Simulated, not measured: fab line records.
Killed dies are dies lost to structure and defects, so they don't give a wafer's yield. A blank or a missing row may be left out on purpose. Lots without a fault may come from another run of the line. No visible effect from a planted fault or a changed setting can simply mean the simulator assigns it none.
fab line records | flow nand_harc
record lots=5 | wafers=15 | last_day=32
route steps=1302 shown P_M0@264
lots that met no fault: from a run of the same line without faults
start_h: hours from the record's first day to the start of the lot's first wafer shown | wait_h: hours elapsed since this lot's preceding step | " same as the row above | L1.1+2: a single row standing in for several wafers | - value missing, or start not given | * or withheld: withheld | < > ~ a bound
route shown NAME@n: names a module that has steps shown in the file, with the first one's number in the route | usual: mean and standard deviation over wafers with no fault | same: alike in all rows | chamber/n: place in a boat | sites: each site's reading | _std_site: their standard deviation | _edge_site: the outer-site mean with the inner-site mean subtracted | radius_mm: for every site, how far away it sits from the centre of the wafer | mask NAME#n: copy n | behind: the tool/chamber that last shaped the wafer | hold: what put the lot on hold/how long, in hours/how the hold closed | device: which transistor (n, p or np) failed to switch | end of line: the tests these same wafers got at the end of their route | where a step has no rows: the recipe by itself | killed: at the first sort, the dies lost to defects and structure; wafer yield is something else | map: a wafer's dies, x killed, . not, _ none there
set.NAME: the setting the step ran with; set.NAME@STEP: the setting that earlier step ran with | model.NAME: the simulator's own value behind a step, which no gauge read
lots seen at some steps along the route; tables by step, rows by wafer
services: the hour from which a tool's chamber was out of use, counted from the record's first day as start_h (under 0 if before that day), plus the number of hours and why
## steps
# step NHARC_P_M0_OVL_MEAS_10
# recipe pitch_nm=180
# usual overlay_x_nm=0.1/0.7 | overlay_y_nm=-0.1/0.83
lot.wafer | tool       | chamber | start_h | wait_h | overlay_x_nm | overlay_y_nm
L398.3    | overlay-02 | -       | 122.18  | -      | 1.1          | 0.4
L398.4    | "          | -       | "       | "      | 1.3          | 0.3
L398.6    | "          | -       | "       | "      | 1.2          | 0.3
L403.1    | overlay-01 | -       | 167.81  | -      | 0.1          | 1.4
L403.3    | "          | -       | "       | "      | 0.6          | 1.6
L403.6    | "          | -       | "       | "      | 0.5          | 1.5
L411.2    | overlay-02 | -       | 257.34  | -      | 0.1          | -0.2
L411.3    | "          | -       | "       | "      | 0.4          | 0.1
L411.5    | "          | -       | "       | "      | 1.0          | 0.0
L417.2    | overlay-02 | -       | 306.53  | -      | 0.4          | -0.6
L417.3    | "          | -       | "       | "      | -0.2         | -0.7
L417.4    | "          | -       | "       | "      | 0.0          | -0.5
L418.2    | overlay-01 | -       | 327.12  | -      | 0.7          | 1.1
L418.3    | "          | -       | "       | "      | 0.9          | 0.9
L418.6    | "          | -       | "       | "      | 0.7          | 0.3
# step NHARC_P_M0_INSPECT_11
# usual raw_defect_count=4.3/2.5
lot.wafer | tool              | chamber | start_h | wait_h | raw_defect_count
L398.3    | defect_inspect-01 | -       | 122.22  | 0.0    | 2
L398.4    | "                 | -       | "       | "      | 5
L398.6    | "                 | -       | "       | "      | 3
L403.1    | defect_inspect-01 | -       | 167.84  | 0.0    | 4
L403.3    | "                 | -       | "       | "      | 1
L403.6    | "                 | -       | "       | "      | 1
L411.2    | defect_inspect-01 | -       | 257.37  | 0.0    | 2
L411.3    | "                 | -       | "       | "      | 2
L411.5    | "                 | -       | "       | "      | 5
L417.2    | defect_inspect-01 | -       | 306.57  | 0.0    | 3
L417.3    | "                 | -       | "       | "      | 6
L417.4    | "                 | -       | "       | "      | 4
L418.2    | defect_inspect-01 | -       | 327.16  | 0.0    | 10
L418.3    | "                 | -       | "       | "      | 7
L418.6    | "                 | -       | "       | "      | 6
# step NHARC_P_M0_DESCUM_14
# recipe time_s=3 | o2_flow_sccm=200 | ar_flow_sccm=0 | bias_power_w=0 | chemistry=O2
# step NHARC_P_M0_ETCH_34
# recipe target_depth_a=400 | overetch_a=120 | time_s=43.94 | ion_energy_ev=200 | n2_flow_sccm=150 | h2_flow_sccm=150 | ar_flow_sccm=0 | rf_w=400 | bias_w=150 | chemistry=N2/H2
# usual drypump_motor_current_A=5.9/0.33 | oes_product_au=0.998/0.0079 | rf_vpp_V=431.3/2.5 | showerhead_plenum_p_Torr=2.07/0.088 | throttle_valve_pct=14.172/0.0093
lot.wafer | tool        | chamber | start_h | wait_h | drypump_motor_current_A | oes_product_au | rf_hours_counter_h | rf_vpp_V | showerhead_plenum_p_Torr | throttle_valve_pct
L398.3    | rie_diel-01 | 0       | 122.36  | 0.1    | 6.0                     | 0.994          | 17                 | 434.5    | 2.19                     | 14.191
L398.4    | "           | 3       | "       | "      | 5.7                     | 1.002          | 18                 | 428.6    | 1.97                     | 14.177
L398.6    | "           | 0       | "       | "      | 6.0                     | 0.999          | -                  | 435.7    | 2.19                     | 14.178
L403.3    | rie_diel-01 | 0       | 168.04  | 0.1    | 6.0                     | 0.995          | 23                 | 435.7    | 2.19                     | 14.170
L403.1    | "           | 1       | "       | "      | 5.8                     | 1.000          | 22                 | 434.3    | 2.15                     | 14.144
L403.6    | "           | 0       | "       | "      | 6.1                     | 0.998          | -                  | 435.5    | 2.19                     | 14.168
L411.3    | rie_diel-01 | 0       | 257.53  | 0.1    | 6.1                     | 0.993          | 8                  | 436.0    | 2.19                     | 14.171
L411.2    | "           | 1       | "       | "      | 5.9                     | 0.979          | 8                  | 433.3    | 2.15                     | 14.171
L411.5    | "           | 3       | "       | "      | 5.6                     | 0.984          | -                  | 428.7    | 1.97                     | 14.170
L417.3    | rie_diel-01 | 2       | 306.73  | 0.1    | 5.9                     | 0.989          | 14                 | 430.9    | 2.02                     | 14.179
L417.2    | "           | 1       | "       | "      | 5.9                     | 1.002          | 15                 | 432.5    | 2.15                     | 14.169
L417.4    | "           | 1       | "       | "      | 5.9                     | 0.987          | -                  | 432.7    | 2.15                     | 14.167
L418.2    | rie_diel-07 | 1       | 327.31  | 0.1    | 6.0                     | 1.003          | 5                  | 428.4    | 2.03                     | 14.172
L418.3    | "           | 2       | "       | "      | 5.5                     | 0.995          | 4                  | 429.3    | 2.01                     | 14.166
L418.6    | "           | 2       | "       | "      | 5.5                     | 0.989          | -                  | 429.1    | 2.01                     | 14.170
# step NHARC_P_M0_ETCH_15
# recipe target_depth_a=1500 | overetch_a=150 | time_s=82.5 | c4f8_flow_sccm=withheld | ar_flow_sccm=400 | rf_w=600 | bias_w=300 | chemistry=C4F8/Ar
# usual oes_product_au=0.955/0.018 | rf_vpp_V=441.4/2.4
lot.wafer | tool        | chamber | start_h | wait_h | oes_product_au | rf_hours_counter_h | rf_vpp_V
L398.4    | rie_diel-01 | 2       | -       | -      | 0.966          | 12                 | 440.9
L398.3    | "           | 3       | "       | "      | 0.958          | 18                 | 439.9
L398.6    | "           | 2       | "       | "      | 0.963          | -                  | 440.8
L403.3    | rie_diel-01 | 0       | -       | -      | 0.963          | 23                 | 445.3
L403.1    | "           | 2       | "       | "      | 0.947          | 20                 | 439.5
L403.6    | "           | 3       | "       | "      | 0.962          | -                  | 439.7
L411.2    | rie_diel-01 | 3       | -       | -      | 0.961          | 7                  | 438.9
L411.3    | "           | 0       | "       | "      | 0.966          | 8                  | 443.7
L411.5    | "           | 2       | "       | "      | 0.980          | -                  | 439.5
L417.3    | rie_diel-01 | 0       | -       | -      | 0.962          | 16                 | 443.7
L417.2    | "           | 1       | "       | "      | 0.956          | 15                 | 443.1
L417.4    | "           | 0       | "       | "      | 0.961          | -                  | 445.4
L418.3    | rie_diel-07 | 3       | -       | -      | 0.978          | 4                  | 442.2
L418.2    | "           | 2       | "       | "      | 0.955          | 4                  | 440.2
L418.6    | "           | 0       | "       | "      | 0.978          | -                  | 436.7
# step NHARC_P_M0_CD_MEAS_16
# usual cd_nm=89.7/0.61
lot.wafer | tool      | chamber | start_h | wait_h | cd_nm
L398.3    | cd_sem-02 | -       | 122.58  | -      | 90.0
L398.4    | "         | -       | "       | "      | 89.7
L398.6    | "         | -       | "       | "      | 90.2
L403.1    | cd_sem-02 | -       | 168.97  | -      | 89.3
L403.3    | "         | -       | "       | "      | 88.8
L403.6    | "         | -       | "       | "      | 89.3
L411.2    | cd_sem-03 | -       | 257.74  | -      | 89.7
L411.3    | "         | -       | "       | "      | 89.9
L411.5    | "         | -       | "       | "      | 90.8
L417.2    | cd_sem-03 | -       | 306.98  | -      | 89.6
L417.3    | "         | -       | "       | "      | 89.4
L417.4    | "         | -       | "       | "      | 89.4
L418.2    | cd_sem-01 | -       | 327.52  | -      | 90.7
L418.3    | "         | -       | "       | "      | 89.7
L418.6    | "         | -       | "       | "      | 91.0
# step NHARC_P_M0_STRIP_18
# recipe power_w=1000 | n2_flow_sccm=150 | h2_flow_sccm=150 | ar_flow_sccm=0 | bias_w=0 | chemistry=N2/H2
# step NHARC_P_M0_STRIP_19
# recipe time_s=600 | temp_c=30 | chemistry=post_etch_residue_remover
# step NHARC_P_M0_DEGAS_28
# recipe temp_c=250 | time_s=60
# step NHARC_P_M0_PRE_CLEAN_29
# recipe time_s=30 | temp_c=280 | gas=H2/He
# usual heater_power_w=395/42
lot.wafer | tool           | chamber | start_h | wait_h | heater_power_w
L398.3    | pvd_sputter-02 | -       | -       | -      | 379
L398.4    | "              | -       | "       | "      | 417
L398.6    | "              | -       | "       | "      | 466
L403.3    | pvd_sputter-01 | -       | -       | -      | 419
L403.1    | "              | -       | "       | "      | 352
L403.6    | "              | -       | "       | "      | 343
L411.3    | pvd_sputter-01 | -       | -       | -      | 428
L411.2    | "              | -       | "       | "      | 415
L411.5    | "              | -       | "       | "      | 397
L417.3    | pvd_sputter-01 | -       | -       | -      | 427
L417.2    | "              | -       | "       | "      | 345
L417.4    | "              | -       | "       | "      | 448
L418.3    | pvd_sputter-02 | -       | -       | -      | 383
L418.2    | "              | -       | "       | "      | 433
L418.6    | "              | -       | "       | "      | 449
# step NHARC_P_M0_PVD_20
# recipe target_thk_a=50 | bias_v=168.6 | power_w=15000 | chamber_pressure_pa=0.12 | time_s=8.06 | substrate_temp_c=50 | material=TaN
# usual throttle_valve_pct=30.1/0.76
lot.wafer | tool           | chamber | start_h | wait_h | throttle_valve_pct
L398.3    | pvd_sputter-02 | -       | -       | -      | 29.4
L398.4    | "              | -       | "       | "      | 31.3
L398.6    | "              | -       | "       | "      | 29.3
L403.1    | pvd_sputter-01 | -       | -       | -      | 29.6
L403.3    | "              | -       | "       | "      | 29.2
L403.6    | "              | -       | "       | "      | 29.8
L411.3    | pvd_sputter-01 | -       | -       | -      | 29.0
L411.2    | "              | -       | "       | "      | 29.6
L411.5    | "              | -       | "       | "      | 29.1
L417.3    | pvd_sputter-01 | -       | -       | -      | 29.1
L417.4    | "              | -       | "       | "      | 29.0
L417.2    | "              | -       | "       | "      | 29.8
L418.2    | pvd_sputter-02 | -       | -       | -      | 30.4
L418.3    | "              | -       | "       | "      | 29.7
L418.6    | "              | -       | "       | "      | 30.2
# step NHARC_P_M0_PVD_21
# recipe target_thk_a=300 | chamber_pressure_pa=5 | power_w=5000 | substrate_temp_c=30 | time_s=20.49 | material=Cu
# usual throttle_valve_pct=30.1/0.8
lot.wafer | tool           | chamber | start_h | wait_h | throttle_valve_pct
L398.4    | pvd_sputter-02 | -       | -       | -      | 30.6
L398.3    | "              | -       | "       | "      | 30.5
L398.6    | "              | -       | "       | "      | 30.9
L403.1    | pvd_sputter-01 | -       | -       | -      | 29.2
L403.3    | "              | -       | "       | "      | 29.2
L403.6    | "              | -       | "       | "      | 29.7
L411.2    | pvd_sputter-01 | -       | -       | -      | 29.9
L411.3    | "              | -       | "       | "      | 29.1
L411.5    | "              | -       | "       | "      | 29.9
L417.2    | pvd_sputter-01 | -       | -       | -      | 28.8
L417.4    | "              | -       | "       | "      | 29.7
L417.3    | "              | -       | "       | "      | 30.0
L418.2    | pvd_sputter-02 | -       | -       | -      | 30.1
L418.3    | "              | -       | "       | "      | 31.2
L418.6    | "              | -       | "       | "      | 29.5
# step NHARC_P_M0_ECD_22
# recipe target_thk_a=4000 | bath_temp_c=25 | material=Cu
lot.wafer  | tool      | chamber | start_h | wait_h
L398.3+4+6 | ecd_cu-02 | 0,1,0   | 123.66  | -
L403.1+3+6 | ecd_cu-02 | 0,1,0   | 169.95  | -
L411.2+3+5 | ecd_cu-02 | 0,1,1   | 258.85  | -
L417.2+4+3 | ecd_cu-01 | 0,1,0   | 308.00  | -
L418.2+3+6 | ecd_cu-02 | 0,1,0   | 328.53  | -
# step NHARC_P_M0_ANNEAL_30
# recipe temp_c=225 | time_s=90
# step NHARC_P_M0_CMP_23
# recipe t_overpolish_s=20 | target_thk_nm=117.54
# usual motor_current_A=12.0/0.95 | slurry_filter_dp_kPa=13.50/0.15 | time_to_endpoint_s=28.9/2.3
# same t_overpolish_s=20
lot.wafer | tool   | chamber | start_h | wait_h | motor_current_A | slurry_filter_dp_kPa | time_to_endpoint_s
L398.3    | cmp-01 | 1       | 124.30  | -      | 11.9            | 13.54                | 29.6
L398.4    | "      | 3       | "       | "      | 11.8            | 13.36                | 29.7
L398.6    | "      | 1       | "       | "      | 11.5            | 13.47                | 31.5
L403.3    | cmp-01 | 3       | 170.66  | -      | 12.2            | 13.58                | 5.3
L403.1    | "      | 0       | "       | "      | 12.2            | 13.30                | 27.5
L403.6    | "      | 0       | "       | "      | 12.5            | 13.61                | 29.1
L411.3    | cmp-01 | 1       | 259.56  | -      | 11.6            | 13.66                | 30.0
L411.2    | "      | 3       | "       | "      | 12.3            | 13.44                | 29.1
L411.5    | "      | 1       | "       | "      | 11.4            | 13.29                | 24.7
L417.3    | cmp-03 | 1       | 308.71  | -      | 13.0            | 13.44                | 26.8
L417.2    | "      | 2       | "       | "      | 12.5            | 13.56                | 30.9
L417.4    | "      | 3       | "       | "      | 13.1            | 13.54                | 28.6
L418.3    | cmp-03 | 3       | 329.27  | -      | 12.4            | 13.36                | 28.1
L418.2    | "      | 0       | "       | "      | 11.7            | 13.76                | 28.4
L418.6    | "      | 2       | "       | "      | 13.1            | 13.60                | 30.9
## services
tool           | chamber | start_h | hours | kind
pvd_sputter-02 | -       | 104.00  | 10.0  | pm
rie_diel-01    | 2       | 108.40  | 9.6   | repair
rie_diel-07    | -       | 118.15  | 9.0   | pm
pvd_sputter-02 | -       | 138.90  | 4.1   | repair
rie_diel-07    | -       | 140.42  | 0.7   | repair
rie_diel-01    | 3       | 151.56  | 4.5   | repair
pvd_sputter-01 | -       | 156.58  | 5.9   | repair
rie_diel-07    | 1       | 161.82  | 5.7   | repair
cmp-03         | -       | 162.04  | 4.0   | pm
pvd_sputter-01 | -       | 169.99  | 3.9   | repair
pvd_sputter-01 | -       | 180.12  | 8.5   | repair
cmp-01         | -       | 185.50  | 4.0   | pm
rie_diel-01    | 2       | 186.27  | 8.3   | repair
rie_diel-01    | -       | 204.32  | 9.0   | pm
pvd_sputter-01 | -       | 226.00  | 10.0  | pm
rie_diel-01    | -       | 227.42  | 0.2   | repair
pvd_sputter-01 | -       | 243.73  | 0.8   | repair
ecd_cu-02      | -       | 244.00  | 8.0   | pm
ecd_cu-02      | -       | 259.25  | 1.8   | repair
pvd_sputter-02 | -       | 282.00  | 10.0  | pm
cmp-01         | -       | 283.50  | 4.0   | pm
rie_diel-01    | 3       | 305.68  | 3.7   | repair
ecd_cu-02      | -       | 307.08  | 1.1   | repair
rie_diel-01    | 3       | 322.22  | 2.5   | repair
## key
first_sign step=NHARC_P_M0_CMP_23 | reading=time_to_endpoint_s | direction=down | sigmas=10 | usual=* | struck=*
effect none on later readings
met_at NHARC_P_M0_ECD_22
struck_wafers L403.3
later_rows_left_out L403.3
sort_left_out L403.3
onset_between 123.66 169.95
fault kind=process_parameter_drift | tool=ecd_cu-02 | chamber=- | onset_h=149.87 | steps=NHARC_P_M0_ECD_22 | channel=target_thk_a | offset=* | shape=step | end_h=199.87 | scope=struck_wafers_only | acts_in=* | stated=*
# sort_left_out: the simulated sort isn't trusted on such a fault, so these wafers' sort isn't shown, and their yield isn't known
# later_rows_left_out: the simulator's readings of these wafers behind a module that went badly wrong aren't trusted and aren't shown, but for the sort
